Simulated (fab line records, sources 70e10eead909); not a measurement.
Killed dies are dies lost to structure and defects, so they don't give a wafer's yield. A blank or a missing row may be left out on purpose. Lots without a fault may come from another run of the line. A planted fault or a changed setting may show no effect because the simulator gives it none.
fab line records | flow nand_harc
record lots=5 wafers=15 last_day=26
route steps=1159 shown A_CONTACT@947 END@1159
lots that met no fault: from a run of the same line without faults
start_h: hours from the record's first day to the start of the lot's first wafer shown | wait_h: hours since the lot's step before | " the same as in the row above | L1.1+2: a row that stands for several wafers | - no value, or no start given | * or withheld: withheld | < > ~ a bound
route shown NAME@n: a module of which the file shows steps, and the number in the route of the first | usual: mean/standard deviation of fault-free wafers | same: alike in all rows | chamber/n: place in a boat | sites: the reading at each site | _std_site: their standard deviation | _edge_site: outer sites' mean less inner sites' | radius_mm: how far each site lies from the wafer's centre | mask NAME#n: copy n | behind: the tool/chamber that last shaped the wafer | hold: why the lot was held/for how many hours/how that ended | device: the transistor (n, p or np) that didn't switch | end of line: the same wafers' tests at the end of the route | a step without rows: its recipe alone | killed: dies lost to structure and defects at the first sort, not the wafer's yield | map: a wafer's dies, x killed, . not, _ none there
set.NAME: the setting as run; set.NAME@STEP: as run at that earlier step | model.NAME: the simulator's own value behind a step, which no gauge read
lots at some steps of the route; a table a step, a row a wafer
services: from which hour (start_h, from the record's first day; less than 0 if before it) a tool's chamber was out of use, for how many hours, and why
## steps
# step NHARC_A_CONTACT_ETCH_138
# recipe source_w=withheld pressure_mtorr=20 bias_v=3000 time_s=132 target_depth_a=12890 ar_flow_sccm=withheld c4f8_flow_sccm=withheld o2_flow_sccm=withheld chemistry=C4F8/O2/Ar
# usual chamber_pressure_mTorr=20.004/0.021
# columns lot.wafer tool chamber start_h wait_h chamber_pressure_mTorr rf_hours_counter_h
L242.1 har_cap_etch-03 0 424.02 0.1 19.983 89
L242.4 " 1 " " 19.995 -
L242.5 " 1 " " 20.013 -
L244.2 har_cap_etch-02 0 434.11 0.1 20.027 15
L244.3 " 0 " " 19.982 -
L244.5 " 1 " " 20.037 -
L254.2 har_cap_etch-01 1 525.22 0.1 19.998 75
L254.1 " 0 " " 20.007 75
L254.3 " 1 " " 20.029 -
L257.4 har_cap_etch-02 0 527.34 0.1 20.004 -
L257.3 " 1 " " 20.059 -
L257.6 " 1 " " 19.997 -
L259.1 har_cap_etch-01 0 529.68 0.1 19.988 76
L259.4 " 0 " " 20.009 -
L259.3 " 1 " " 20.010 -
# step NHARC_A_CONTACT_ETCH_139
# recipe source_w=withheld pressure_mtorr=20 bias_v=400 time_s=137 target_depth_a=5900 ar_flow_sccm=withheld c4f8_flow_sccm=11.5 o2_flow_sccm=7.2 chemistry=C4F8/O2/Ar
# usual chamber_pressure_mTorr=20.004/0.019
# columns lot.wafer tool chamber start_h wait_h chamber_pressure_mTorr rf_hours_counter_h
L242.1 har_cap_etch-03 0 424.16 0.1 20.022 89
L242.4 " 1 " " 19.986 -
L242.5 " 1 " " 20.013 -
L244.2 har_cap_etch-02 0 434.25 0.1 19.994 16
L244.3 " 0 " " 20.001 -
L244.5 " 1 " " 20.031 -
L254.2 har_cap_etch-01 1 525.34 0.1 20.012 75
L254.1 " 0 " " 19.997 75
L254.3 " 1 " " 19.968 -
L257.4 har_cap_etch-02 0 527.50 0.1 20.020 -
L257.3 " 1 " " 19.977 -
L257.6 " 1 " " 20.012 -
L259.1 har_cap_etch-01 0 529.80 0.1 20.015 76
L259.4 " 0 " " 20.004 -
L259.3 " 1 " " 20.021 -
# step NHARC_A_CONTACT_ETCH_92
# recipe target_depth_a=400 over_etch_frac=0.5 time_s=85.7 ion_energy_ev=120 ch3f_flow_sccm=50 o2_flow_sccm=30 ar_flow_sccm=200 rf_w=500 bias_w=100 chemistry=CH3F/O2
# step NHARC_A_CONTACT_ETCH_98
# recipe target_depth_a=200 over_etch_frac=0.5 time_s=10 ion_energy_ev=250 c4f6_flow_sccm=25 o2_flow_sccm=20 ar_flow_sccm=500 rf_w=600 bias_w=500 chemistry=C4F6/O2
# usual chamber_pressure_mTorr=30.000/0.029 drypump_motor_current_A=5.6/0.34 mfc_ar_sccm=499.9/1.5 oes_product_au=0.963/0.019 rf_vpp_V=545.2/2.9 showerhead_plenum_p_Torr=3.84/0.13 throttle_valve_pct=26.904/0.0092
# columns lot.wafer tool chamber start_h wait_h chamber_pressure_mTorr drypump_motor_current_A mfc_ar_sccm oes_product_au rf_hours_counter_h rf_vpp_V showerhead_plenum_p_Torr throttle_valve_pct
L242.1 rie_diel-13 1 - - 29.980 5.4 498.2 0.961 50 543.9 3.81 26.901
L242.4 " 2 " " 29.987 5.7 500.6 0.981 49 543.3 3.68 26.915
L242.5 " 0 " " 30.022 5.5 498.2 0.968 - 548.6 3.97 26.913
L244.3 rie_diel-04 2 - - 29.979 5.6 501.1 0.966 22 543.7 3.86 26.903
L244.2 " 3 " " 29.975 4.9 499.8 0.948 23 547.6 3.93 26.907
L244.5 " 0 " " 30.001 5.6 503.0 0.937 - 541.8 3.69 26.916
L254.1 rie_diel-13 0 - - 29.976 5.4 500.1 0.989 21 546.5 3.95 26.906
L254.2 " 2 " " 30.012 5.7 498.2 1.000 29 542.5 3.66 26.913
L254.3 " 3 " " 30.025 6.5 496.1 0.994 28 551.9 4.17 26.917
L257.3 rie_diel-11 3 - - 29.983 5.8 498.7 0.943 50 544.7 3.79 26.893
L257.4 " 1 " " 29.939 5.7 499.9 0.952 50 546.9 3.92 26.887
L257.6 " 3 " " 30.013 5.7 499.0 0.944 - 544.1 3.79 26.909
L259.3 rie_diel-04 1 - - 29.984 5.9 501.7 0.934 10 546.6 3.88 26.913
L259.4 " 2 " " 29.978 5.6 500.7 0.951 12 545.3 3.86 26.902
L259.1 " 0 " " 29.987 5.6 499.6 0.931 14 542.2 3.68 26.896
# step NHARC_A_CONTACT_CD_MEAS_15
# usual cd_nm=90.1/0.5
# columns lot.wafer tool chamber start_h wait_h cd_nm
L242.1 cd_sem-03 - 424.81 - 90.1
L242.4 " - " " 90.6
L242.5 " - " " 90.9
L244.2 cd_sem-02 - 434.84 - 90.0
L244.3 " - " " 90.0
L244.5 " - " " 90.4
L254.1 cd_sem-01 - 525.96 - 89.5
L254.2 " - " " 89.5
L254.3 " - " " 89.3
L257.3 cd_sem-03 - 528.05 - 90.5
L257.4 " - " " 90.0
L257.6 " - " " 91.1
L259.1 cd_sem-02 - 530.42 - 89.9
L259.3 " - " " 89.9
L259.4 " - " " 90.0
# step NHARC_A_CONTACT_STRIP_107
# recipe n2_flow_sccm=150 h2_flow_sccm=150 ar_flow_sccm=0 bias_w=0 chemistry=N2/H2
# step NHARC_A_CONTACT_STRIP_108
# recipe cf4_flow_sccm=100 chf3_flow_sccm=30 ar_flow_sccm=0 bias_w=0 chemistry=CF4/CHF3
# step NHARC_A_CONTACT_STRIP_109
# recipe o2_flow_sccm=400 cos_flow_sccm=20 ar_flow_sccm=0 bias_w=0 chemistry=O2/COS
# step NHARC_A_CONTACT_ETCH_110
# recipe target_depth_a=500 overetch_a=50 time_s=27.5 ion_energy_ev=100 cf4_flow_sccm=80 o2_flow_sccm=20 ar_flow_sccm=0 rf_w=300 bias_w=100 chemistry=CF4/O2
# step NHARC_A_CONTACT_STRIP_26
# recipe o2_flow_sccm=500 ar_flow_sccm=0 bias_w=0 chemistry=O2
# usual chamber_pressure_mTorr=60.00/0.056 drypump_motor_current_A=5.6/0.35 mfc_ar_sccm=0.008/0.01 oes_product_au=1.001/0.0079 rf_vpp_V=57.6/0.93 showerhead_plenum_p_Torr=3.46/0.13 throttle_valve_pct=17.034/0.0091
# columns lot.wafer tool chamber start_h wait_h chamber_pressure_mTorr drypump_motor_current_A mfc_ar_sccm oes_product_au rf_hours_counter_h rf_vpp_V showerhead_plenum_p_Torr throttle_valve_pct
L242.4 rie_diel-04 3 - - 60.04 5.0 0.004 0.993 21 57.3 3.54 17.036
L242.1 " 2 " " 60.03 5.6 0.019 1.006 20 58.4 3.47 17.026
L242.5 " 3 " " 60.01 5.0 0.004 0.994 - 58.9 3.53 17.053
L244.2 rie_diel-11 1 - - 59.95 5.7 0 1.002 20 58.5 3.54 17.032
L244.3 " 3 " " 60.07 5.8 0 1.003 19 58.0 3.43 17.032
L244.5 " 0 " " 60.00 5.5 0 1.004 - 57.2 3.30 17.031
L254.1 rie_diel-11 2 - - 60.02 5.8 0.012 1.013 52 56.9 3.42 17.046
L254.2 " 3 " " 60.01 5.8 0 1.012 50 58.2 3.41 17.035
L254.3 " 0 " " 59.97 5.5 0 1.014 49 56.3 3.28 17.042
L257.4 rie_diel-04 2 - - 60.01 5.7 0.019 1.001 12 58.3 3.47 17.037
L257.3 " 3 " " 59.98 5.0 0.004 0.999 13 57.6 3.53 17.027
L257.6 " 3 " " 59.98 4.9 0.004 1.019 - 57.8 3.53 17.045
L259.4 rie_diel-13 0 - - 60.03 5.5 0 1.000 22 58.4 3.55 17.038
L259.3 " 1 " " 59.90 5.4 0.027 1.010 29 56.0 3.40 17.034
L259.1 " 2 " " 59.87 5.7 0 1.001 30 55.3 3.29 17.016
# step NHARC_A_CONTACT_STRIP_27
# recipe time_s=600 temp_c=30 chemistry=post_etch_residue_remover
# step NHARC_A_CONTACT_ALD_18
# recipe target_thk_a=30 pulse_time_s=1 ald_cycles=150 temp_c=450 material=TiN
# usual heater_power_w=1071/110 precursor_pulse_height_rel=1.000/0.018
# columns lot.wafer tool chamber start_h wait_h heater_power_w precursor_pulse_height_rel
L242.1 ald_metal-02 1 426.12 - 1045 1.007
L242.4 " 1 " " 1062 0.982
L242.5 " 2 " " 1089 1.005
L244.2 ald_metal-04 2 435.78 - 1271 0.983
L244.3 " 1 " " 1181 1.002
L244.5 " 3 " " 979 0.976
L254.1 ald_metal-04 1 526.95 - 1161 1.003
L254.3 " 3 " " 984 1.016
L254.2 " 0 " " 924 1.009
L257.4 ald_metal-03 2 528.99 - 979 0.988
L257.3 " 0 " " 881 1.004
L257.6 " 3 " " 977 1.032
L259.1 ald_metal-02 1 531.36 - 1061 1.017
L259.4 " 2 " " 1104 0.987
L259.3 " 0 " " 1066 0.987
# step NHARC_A_CONTACT_CVD_19
# recipe target_thk_a=3000 temp_c=300 pressure_torr=40 wf6_flow_sccm=40 h2_flow_sccm=1600 ar_flow_sccm=1560 time_s=802 material=W
# usual heater_power_w=443/38 mfc_ar_sccm=1560/5 mfc_h2_sccm=1600/4.9 throttle_valve_pct=8.01/0.18
# columns lot.wafer tool chamber start_h wait_h heater_power_w mfc_ar_sccm mfc_h2_sccm throttle_valve_pct
L242.1 cvd_w-02 0 428.77 - 474 1563 1598 7.97
L242.4 " 1 " " 459 1562 1601 7.95
L242.5 " 1 " " 452 1562 1603 7.88
L244.2 cvd_w-01 1 435.98 - 439 1558 1601 7.79
L244.3 " 0 " " 391 1566 1596 8.06
L244.5 " 1 " " 444 1562 1607 7.92
L254.2 cvd_w-02 1 537.53 - 458 1557 1603 8.22
L254.1 " 0 " " 475 1558 1604 8.19
L254.3 " 0 " " 479 1564 1597 7.93
L257.4 cvd_w-01 1 539.58 - 473 1562 1604 7.88
L257.3 " 0 " " 400 1556 1592 7.91
L257.6 " 0 " " 394 1562 1603 8.11
L259.1 cvd_w-01 0 544.33 - 388 1564 1602 7.97
L259.3 " 0 " " 398 1556 1606 8.00
L259.4 " 1 " " 473 1564 1591 7.78
# step NHARC_A_CONTACT_CMP_20
# recipe t_overpolish_s=30 target_thk_nm=300
# usual motor_current_A=12.1/1.2 overpolish_run_s=29.999/0.009 retaining_ring_pressure_frac=1.000/0.0056 time_to_endpoint_s=60.2/2.6
# columns lot.wafer tool chamber start_h wait_h motor_current_A overpolish_run_s retaining_ring_pressure_frac time_to_endpoint_s
L242.4 cmp-03 2 429.56 0.5 13.4 30.008 0.992 64.4
L242.1 " 0 " " 11.8 29.991 0.994 64.2
L242.5 " 3 " " 14.3 29.994 1.002 58.8
L244.3 cmp-03 1 436.89 0.4 12.2 29.992 0.990 66.1
L244.2 " 0 " " 11.5 30.005 1.009 64.0
L244.5 " 1 " " 12.9 30.003 0.987 64.8
L254.1 cmp-01 3 538.42 0.6 11.9 30.007 1.001 86.1
L254.3 " 0 " " 10.4 30.020 1.006 63.1
L254.2 " 2 " " 13.8 30.002 0.988 60.1
L257.3 cmp-01 2 540.22 0.4 13.2 30.009 0.992 55.0
L257.4 " 3 " " 11.6 29.997 1.003 54.5
L257.6 " 3 " " 11.8 30.007 1.001 58.2
L259.3 cmp-04 2 545.23 0.5 13.4 30.004 1.006 60.0
L259.4 " 0 " " 11.0 30.001 0.996 60.2
L259.1 " 1 " " 12.3 29.996 0.999 62.9
# step NHARC_END_SORT_01
# recipe temp_c=25
# usual killed_at_array=28/11 killed_at_other=0.9/1.2 killed_at_periphery=2.6/2.1 killed_dies=31/11 killed_open=3.1/1.7 killed_short=1.9/1.3
# same gross_dies=677
# columns lot.wafer tool chamber start_h wait_h killed_at_array killed_at_other killed_at_periphery killed_dies killed_open killed_short
L244.2 prober-02 0 492.86 2.8 17 1 2 20 7 4
L244.3 prober-02 0 493.67 3.1 12 0 1 13 2 2
L244.5 prober-02 0 495.28 3.7 22 0 3 25 3 1
L254.1 prober-01 0 601.47 2.5 32 1 5 38 5 2
L254.2 prober-01 0 602.28 2.8 35 1 2 38 3 4
L254.3 prober-01 0 603.09 3.1 34 0 3 37 2 3
L257.3 prober-01 0 610.92 3.1 30 1 5 36 3 4
L257.4 prober-01 0 611.72 3.4 31 0 1 32 2 1
L257.6 prober-01 0 613.32 4.0 30 2 7 39 3 3
# killed by level:class
L244.2 A_CHANNEL_HOLE_D1:chamber_film_flake=3 A_STAIRCASE:chamber_film_flake=3 A_M0:geometric_particle:open=2 A_SLIT:chamber_film_flake=2 P_GATE:geometric_particle:open=1 P_M1:geometric_particle:short=1 A_ONON_D1:geometric_particle:open=1 A_ONON_D1:geometric_particle:short=1
L244.3 A_SLIT:chamber_film_flake=5 A_M0:geometric_particle:open=2 A_STAIRCASE:chamber_film_flake=2 A_SGD_CUT:geometric_particle:short=1 A_WL_FILL:geometric_particle:short=1 P_GATE:chamber_film_flake=1 A_CHANNEL_HOLE_D1:chamber_film_flake=1
L244.5 A_SLIT:chamber_film_flake=6 A_CHANNEL_HOLE_D1:chamber_film_flake=4 A_STAIRCASE:chamber_film_flake=4 A_CONTACT:geometric_particle:open=2 P_GATE:chamber_film_flake=2 A_WL_FILL:chamber_film_flake=2 A_WL_FILL:geometric_particle:short=1 A_WL_FILL:geometric_particle:open=1
L254.1 A_CHANNEL_HOLE_D1:chamber_film_flake=19 P_M1:chamber_film_flake=4 A_M1:chamber_film_flake=3 A_CONTACT:geometric_particle:open=2 A_CONTACT:chamber_film_flake=2 A_ONON_D1:geometric_particle:short=1 A_SGD_CUT:geometric_particle:open=1 A_WL_FILL:geometric_particle:open=1
L254.2 A_CHANNEL_HOLE_D1:chamber_film_flake=18 A_M1:chamber_film_flake=6 A_CONTACT:chamber_film_flake=3 P_M1:chamber_film_flake=2 A_STAIRCASE:chamber_film_flake=2 A_ONON_D1:geometric_particle:open=1 A_CHANNEL_FILL_D1:geometric_particle:short=1 A_STAIRCASE:geometric_particle:short=1
L254.3 A_CHANNEL_HOLE_D1:chamber_film_flake=18 A_M1:chamber_film_flake=6 A_CONTACT:chamber_film_flake=3 P_M1:chamber_film_flake=2 A_STAIRCASE:chamber_film_flake=2 P_CONTACT:geometric_particle:short=1 A_ONON_D1:geometric_particle:short=1 A_CONTACT:geometric_particle:open=1
L257.3 A_CHANNEL_HOLE_D1:chamber_film_flake=17 P_M2:chamber_film_flake=5 A_STAIRCASE:chamber_film_flake=3 A_M1:chamber_film_flake=2 A_SOURCE_PLATE:geometric_particle:short=1 A_ONON_D1:geometric_particle:short=1 A_SGD_CUT:geometric_particle:open=1 A_WL_FILL:geometric_particle:short=1
L257.4 A_CHANNEL_HOLE_D1:chamber_film_flake=19 A_STAIRCASE:chamber_film_flake=5 A_CONTACT:chamber_film_flake=3 A_ONON_D1:geometric_particle:short=1 A_CONTACT:geometric_particle:open=1 A_M1:geometric_particle:open=1 P_M2:chamber_film_flake=1 A_M0:chamber_film_flake=1
L257.6 A_CHANNEL_HOLE_D1:chamber_film_flake=20 P_M2:chamber_film_flake=5 A_CONTACT:chamber_film_flake=3 A_STAIRCASE:chamber_film_flake=2 P_GATE:geometric_particle:short=1 A_ONON_D1:geometric_particle:open=1 A_CHANNEL_HOLE_D1:geometric_particle:open=1 A_CHANNEL_FILL_D1:geometric_particle:short=1
## services
# columns tool chamber start_h hours kind
cmp-03 - 400.19 0.3 repair
rie_diel-04 - 403.24 0.5 repair
cmp-01 - 405.20 4.0 pm
ald_metal-04 - 406.00 10.0 pm
cvd_w-02 - 415.65 13.0 pm
ald_metal-02 3 418.24 24.3 repair
har_cap_etch-01 - 421.74 1.7 repair
ald_metal-02 0 430.00 4.4 repair
ald_metal-02 - 438.50 0.6 repair
rie_diel-04 0 442.08 2.6 repair
rie_diel-04 3 443.11 8.3 repair
cmp-03 - 450.00 4.0 pm
rie_diel-04 3 451.85 2.1 repair
rie_diel-13 - 453.20 9.0 pm
rie_diel-04 - 465.98 9.0 pm
rie_diel-13 0 466.52 6.0 repair
cmp-03 - 474.27 2.3 repair
cvd_w-01 - 474.37 13.0 pm
ald_metal-02 0 475.49 6.3 repair
rie_diel-04 1 479.75 6.5 repair
ald_metal-02 - 486.19 1.9 repair
rie_diel-04 1 494.32 8.7 repair
rie_diel-11 1 517.78 3.9 repair
rie_diel-11 0 535.52 6.0 repair
## key
first_sign step=NHARC_A_CONTACT_CMP_20 reading=time_to_endpoint_s direction=up sigmas=9.9 usual=* struck=*
effect none on later readings
met_at NHARC_A_CONTACT_CVD_19
struck_wafers L254.1
tester_left_out L254
onset_between 428.77 537.53
fault kind=process_parameter_drift tool=cvd_w-02 chamber=- onset_h=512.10 steps=NHARC_A_CONTACT_CVD_19 channel=target_thk_a offset=* shape=step end_h=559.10 scope=struck_wafers_only acts_in=* stated=*
# tester_left_out: of these lots the tester's yield and bins aren't shown, on N5 and GAA mostly nor the transistor test; their killed dies are dies lost to structure and defects alone, not to doping, threshold or leakage, so they don't give the yield
